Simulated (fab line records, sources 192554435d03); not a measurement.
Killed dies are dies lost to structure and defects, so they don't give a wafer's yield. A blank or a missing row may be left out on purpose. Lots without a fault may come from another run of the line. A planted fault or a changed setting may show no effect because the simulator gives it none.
Split-lot experiment | flow n5_finfet | 7 lots, 21 wafers read, on a route of 1938 steps

THE SPLIT
At N5_BEOL_M4_EXPOSE_25 (exposes mask V3, defocus 5 nm), the setting dose_mj was moved away from the recipe's 63 on 5 of the 21 wafers read, by -6.3% to +6.2%. The other wafers ran this setting at the recipe's value.

FROM THE SPLIT TO THE READING: what the file shows between them, 2 steps
- N5_BEOL_M4_PEB_26: peb time 60 s
- N5_BEOL_M4_DEVELOP_27: develop time 30 s

THE READING
cd_nm, in nm, at N5_BEOL_M4_CD_MEAS_28 (target cd 26.2 nm, target cd y 24.1 nm). Fault-free wafers of this fab line usually give 26.05 nm, standard deviation 0.24 nm.

wafer  | tool, chamber at the split | dose_mj as run | against the recipe | cd_nm, nm | against lot-mates on the recipe
L077.2 | euv_scanner-02, 0          | 63             | recipe             | 25.98     | -
L077.3 | euv_scanner-02, 0          | 63             | recipe             | 25.74     | -
L077.4 | euv_scanner-02, 0          | 63             | recipe             | 25.94     | -
L082.1 | euv_scanner-02, 0          | 63             | recipe             | 26.10     | -
L082.2 | euv_scanner-02, 0          | 63             | recipe             | 26.18     | -
L082.3 | euv_scanner-02, 0          | 65.05          | +3.3%              | 26.47     | +0.33
L084.4 | euv_scanner-02, 0          | 63             | recipe             | 26.14     | -
L084.5 | euv_scanner-02, 0          | 59.01          | -6.3%              | 24.97     | -1.17
L084.6 | euv_scanner-02, 0          | 59.01          | -6.3%              | 25.12     | -1.02
L083.1 | euv_scanner-02, 0          | 59.18          | -6.1%              | 24.84     | -1.09
L083.2 | euv_scanner-02, 0          | 63             | recipe             | 26.10     | -
L083.6 | euv_scanner-02, 0          | 63             | recipe             | 25.76     | -
L085.1 | euv_scanner-02, 0          | 63             | recipe             | 26.15     | -
L085.3 | euv_scanner-02, 0          | 63             | recipe             | 25.78     | -
L085.5 | euv_scanner-02, 0          | 63             | recipe             | 26.01     | -
L087.1 | euv_scanner-02, 0          | 66.9           | +6.2%              | 27.30     | +1.20
L087.4 | euv_scanner-02, 0          | 63             | recipe             | 26.15     | -
L087.5 | euv_scanner-02, 0          | 63             | recipe             | 26.05     | -
L096.3 | euv_scanner-01, 0          | 63             | recipe             | 25.80     | -
L096.4 | euv_scanner-01, 0          | 63             | recipe             | 25.54     | -
L096.5 | euv_scanner-01, 0          | 63             | recipe             | 25.92     | -

THE FIT
A straight line over all 21 wafers: cd_nm changes by +0.172 nm for each +1% of dose_mj; r = +0.94; the points scatter about the line by 0.19 nm.
The same after taking each lot's own level away (the mean of its wafers on the recipe; 21 wafers): +0.174 nm for each +1%; r = +0.97; scatter 0.13 nm.
On that fit, the largest move of dose_mj shifts the reading by 1.1 nm.
The lots' own levels span 25.753 to 26.140 nm, that is 1.6 times the standard deviation above.
So the lot-to-lot level changes the slope little: the two slopes agree.
Check: with one of the wafers moved furthest among these (-6.3%) left out of the fit, the line predicts -1.09 nm for it against its lot-mates. It came out at -1.17 nm against them.

OTHER SPLITS ON THESE WAFERS
These wafers also went through other splits before the reading. Each is held against what the fit with the lots' levels taken away leaves over:
other split on the same wafers | wafers away from the commonest value | r with cd_nm (lot level and that fit taken away)
N5_BEOL_M2_ILD_DEP_00 time_s   | 7                                    | -0.30
N5_BEOL_M3_ILD_DEP_00 time_s   | 4                                    | +0.27
N5_BEOL_M4_COAT_68 spin_rpm    | 9                                    | +0.09

THE FILE'S OWN FIT
cd_nm changes by +0.175 nm for each +1% of dose_mj, r = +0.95.
